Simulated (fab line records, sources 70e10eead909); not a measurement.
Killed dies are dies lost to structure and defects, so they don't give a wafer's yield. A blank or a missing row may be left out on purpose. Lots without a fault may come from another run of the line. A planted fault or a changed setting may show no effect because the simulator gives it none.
Which tool did it? | flow nand_harc | 6 lots, 18 wafers sampled, at 5 steps of a route of 1302

WHAT THE GAUGES READ, wafer by wafer
NHARC_END_SORT_01.
lot  | measured     | on        | killed_open
L647 | day 29 05:50 | prober-01 | 0 2 2
L656 | day 32 19:23 | prober-01 | 2 4 3

WHICH TOOL RAN EACH LOT (tool, then ch and the chambers of the sampled wafers, then the start)
lot  | NHARC_A_CHANNEL_HOLE_D2_ETCH_21  | NHARC_A_CHANNEL_HOLE_D2_ETCH_23  | NHARC_A_CHANNEL_HOLE_D2_ETCH_24  | NHARC_A_CHANNEL_FILL_D2_ALD_16
L638 | har_etch-02 ch 0,1, day 14 11:23 | har_etch-02 ch 0,1, day 14 12:24 | har_etch-02 ch 0,1, day 14 13:06 | ald_hk-02 ch 0,1, day 15 05:01
L640 | har_etch-01 ch 0,1, day 15 11:15 | har_etch-01 ch 0,1, day 15 12:18 | har_etch-01 ch 0,1, day 15 13:00 | ald_hk-02 ch 1,2,3, day 16 04:50
L645 | har_etch-02 ch 0,1, day 17 15:47 | har_etch-02 ch 0,1, day 17 16:56 | har_etch-02 ch 0,1, day 17 17:40 | ald_hk-02 ch 1,2, day 18 10:02
L647 | har_etch-02 ch 0,1, day 18 11:28 | har_etch-02 ch 0,1, day 18 12:28 | har_etch-02 ch 0,1, day 18 13:10 | ald_hk-02 ch 1,2, day 19 05:39
L656 | har_etch-01 ch 0,1, day 21 11:32 | har_etch-01 ch 0,1, day 21 12:38 | har_etch-01 ch 0,1, day 21 13:21 | ald_hk-04 ch 0,1, day 22 05:01
L658 | har_etch-02 ch 0,1, day 22 22:07 | har_etch-02 ch 0,1, day 22 23:08 | har_etch-02 ch 0,1, day 22 23:50 | ald_hk-03 ch 1,2,3, day 23 15:45
- NHARC_A_CHANNEL_HOLE_D2_ETCH_21: etches the open film in C4F8/O2/Ar, time 514.3 s, target depth 1600 nm.
- NHARC_A_CHANNEL_HOLE_D2_ETCH_23: etches the open film in C4F8/O2/Ar, time 819 s, target depth 1600 nm.
- NHARC_A_CHANNEL_HOLE_D2_ETCH_24: etches the open film in C4F8/O2/Ar, time 906.2 s, target depth 1500 nm.
- NHARC_A_CHANNEL_FILL_D2_ALD_16: deposits SiO2, target thk 1.5 nm, pulse time 10 s, ald cycles 15.

THE ANSWER, worked out from the rows above alone
Rule: what is usual is taken from the lots themselves. Put in order of their means at a reading, lots are off if they are a third of the lots or fewer, leave a main group of 4 or more, and stand apart from it by a gap of 3 or more times the standard deviation of the main group's means; of several such gaps the widest counts. A main group whose means are all the same, to the digits that the tables above print for the reading, isn't used. A lot without any number at a reading at which 4 lots or more have one is off too. The other lots that the step has rows for count as sound.
No lot is off at any reading shown: from this, nothing can be told.

WHAT THE SIMULATOR HAD PUT IN
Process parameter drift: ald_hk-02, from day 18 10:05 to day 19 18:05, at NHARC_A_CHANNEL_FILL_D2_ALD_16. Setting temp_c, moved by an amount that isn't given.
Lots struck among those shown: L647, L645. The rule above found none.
